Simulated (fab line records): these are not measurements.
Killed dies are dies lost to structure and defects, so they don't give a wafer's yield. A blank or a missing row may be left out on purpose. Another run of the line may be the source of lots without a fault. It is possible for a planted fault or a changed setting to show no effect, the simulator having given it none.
Chamber matching | flow n5_finfet | N5_BEOL_M10_ETCH_65 on rie_diel-01: 4 sister chambers
The step etches SiARC in CF4, target depth 39 nm, time 65 s. 16 wafers are shown with their chamber, then 8 later ones without.

== WAFERS WITH THEIR CHAMBER ==
wafer  | chamber | showerhead_plenum_p_Torr (Torr) | throttle_valve_pct (%) | etch_rf_on_time_s (s)
L075.2 | 1       | 2.16                            | 15.66                  | 63.5
L075.3 | 3       | 2.20                            | 15.92                  | 65.2
L075.5 | 1       | 2.16                            | 15.64                  | 63.9
L074.3 | 3       | 2.20                            | 15.93                  | 66.0
L074.4 | 2       | 2.16                            | 15.27                  | 63.0
L074.5 | 1       | 2.16                            | 15.64                  | 64.7
L077.4 | 2       | 2.16                            | 15.27                  | 62.1
L077.5 | 2       | 2.16                            | 15.28                  | 63.1
L077.6 | 1       | 2.16                            | 15.67                  | 63.5
L080.2 | 1       | 2.16                            | 15.69                  | 63.8
L080.4 | 0       | 2.16                            | 15.49                  | 64.1
L080.5 | 2       | 2.16                            | 15.30                  | 63.3
L087.1 | 3       | 2.19                            | 15.49                  | 65.5
L087.2 | 1       | 2.15                            | 15.71                  | 63.0
L087.3 | 0       | 2.15                            | 15.53                  | 64.1
L094.2 | 2       | 2.15                            | 15.37                  | 64.1

SIGNATURES (averages over the wafers above)
reading                  | chamber 0 | chamber 1 | chamber 2 | chamber 3 | scatter within a chamber
showerhead_plenum_p_Torr | 2.1550    | 2.1583    | 2.1580    | 2.1967    | 0.00483
throttle_valve_pct       | 15.5100   | 15.6683   | 15.2980   | 15.7800   | 0.107
etch_rf_on_time_s        | 64.100    | 63.733    | 63.120    | 65.567    | 0.576
Rule: for each reading, subtract the chamber's mean from the wafer's reading, divide by that reading's scatter and square the result; add these up over the readings and take the root, which gives the wafer's distance from the chamber. If the next closest chamber is less than 2 further off than the closest, the wafer can't be placed; otherwise it belongs to the closest. The scatter is the square root of a quotient: the sum, over the shown wafers, of each reading's squared deviation from its chamber's mean, divided by wafers minus chambers.

== WAFERS MISSING THEIR CHAMBER ==
wafer  | showerhead_plenum_p_Torr (Torr) | throttle_valve_pct (%) | etch_rf_on_time_s (s)
L094.3 | 2.15                            | 15.73                  | 64.4
L094.6 | 2.15                            | 15.37                  | 63.9
L095.2 | 2.19                            | 15.50                  | 65.7
L095.4 | 2.15                            | 15.74                  | 64.0
L095.5 | 2.14                            | 15.57                  | 64.4
L097.2 | 2.19                            | 15.52                  | 65.8
L097.3 | 2.15                            | 15.75                  | 63.6
L097.5 | 2.15                            | 15.74                  | 63.9

== THE CHAMBER EACH PASSED THROUGH ==
wafer  | from the rows above          | in truth
L094.3 | can't be placed: 1 or 0      | 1
L094.6 | can't be placed: 0 or 2 or 1 | 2
L095.2 | 3                            | 3
L095.4 | can't be placed: 1 or 0      | 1
L095.5 | can't be placed: 0 or 1 or 2 | 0
L097.2 | 3                            | 3
L097.3 | can't be placed: 1 or 0      | 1
L097.5 | can't be placed: 1 or 0      | 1
Correctly placed: 2 of 8. Cannot be placed on the basis of these rows: 6; the candidates contain the true chamber in 6. Placed wrongly: 0.
